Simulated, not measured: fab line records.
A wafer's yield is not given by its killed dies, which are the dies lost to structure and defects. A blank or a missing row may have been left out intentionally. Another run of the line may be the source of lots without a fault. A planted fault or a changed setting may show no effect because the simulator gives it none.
Matching of chambers | flow n5_finfet | N5_BEOL_M0_SAQP_ETCH_88 on rie_diel-02 has 4 sister chambers
The step etches underlayer in N2/H2, target depth 6.5 nm, time 5.2 s. 14 wafers are shown with their chamber, then 7 later ones without.

EACH WAFER AND ITS CHAMBER
wafer  | chamber | oes_product_au (a.u.) | drypump_motor_current_A (A) | throttle_valve_pct (%)
L078.4 | 0       | 0.69                  | 5.4                         | 17.79
L078.5 | 3       | 0.64                  | 5.6                         | 17.62
L078.6 | 1       | 0.64                  | 6.4                         | 18.20
L080.1 | 1       | 0.64                  | 6.4                         | 18.19
L080.3 | 3       | 0.64                  | 5.7                         | 17.65
L080.4 | 3       | 0.64                  | 5.7                         | 17.64
L081.1 | 0       | 0.70                  | 5.4                         | 17.79
L081.2 | 1       | 0.64                  | 6.4                         | 18.18
L081.6 | 3       | 0.63                  | 5.7                         | 17.66
L083.3 | 0       | 0.70                  | 5.4                         | 17.80
L083.4 | 2       | 0.85                  | 6.4                         | 17.72
L083.5 | 2       | 0.85                  | 6.3                         | 17.74
L089.2 | 1       | 0.63                  | 6.4                         | 18.22
L089.3 | 0       | 0.69                  | 5.4                         | 17.84

SIGNATURES (means of the wafers above)
reading                 | chamber 0 | chamber 1 | chamber 2 | chamber 3 | scatter within a chamber
oes_product_au          | 0.6950    | 0.6375    | 0.8500    | 0.6375    | 0.005
drypump_motor_current_A | 5.400     | 6.400     | 6.350     | 5.675     | 0.0354
throttle_valve_pct      | 17.8050   | 18.1975   | 17.7300   | 17.6425   | 0.0191
Rule: distance of a wafer from a chamber = root of the sum over the readings of ((wafer's reading minus chamber's mean) / reading's scatter) squared. The wafer belongs to the nearest chamber; if the next one is less than 2 further off, it can't be placed. How the scatter is found: for the shown wafers, subtract from each reading the mean of its chamber, square and add these, divide the total by (wafers less chambers), then take the root.

WAFERS WITH NO CHAMBER GIVEN
wafer  | oes_product_au (a.u.) | drypump_motor_current_A (A) | throttle_valve_pct (%)
L089.6 | 0.68                  | 5.4                         | 17.84
L093.3 | 0.63                  | 6.4                         | 18.21
L093.5 | 0.67                  | 5.5                         | 17.84
L093.6 | 0.63                  | 5.6                         | 17.69
L097.2 | 0.78                  | 6.3                         | 17.78
L097.4 | 0.67                  | 5.4                         | 17.87
L097.5 | 0.62                  | 5.7                         | 17.71

THE CHAMBER EACH PASSED THROUGH
wafer  | from the rows above | in truth
L089.6 | 0                   | 0
L093.3 | 1                   | 1
L093.5 | 0                   | 0
L093.6 | 3                   | 3
L097.2 | 2                   | 2
L097.4 | 0                   | 0
L097.5 | 3                   | 3
Correct placement for 7 of the 7. Number that these rows cannot place: 0. Placed wrongly: 0.
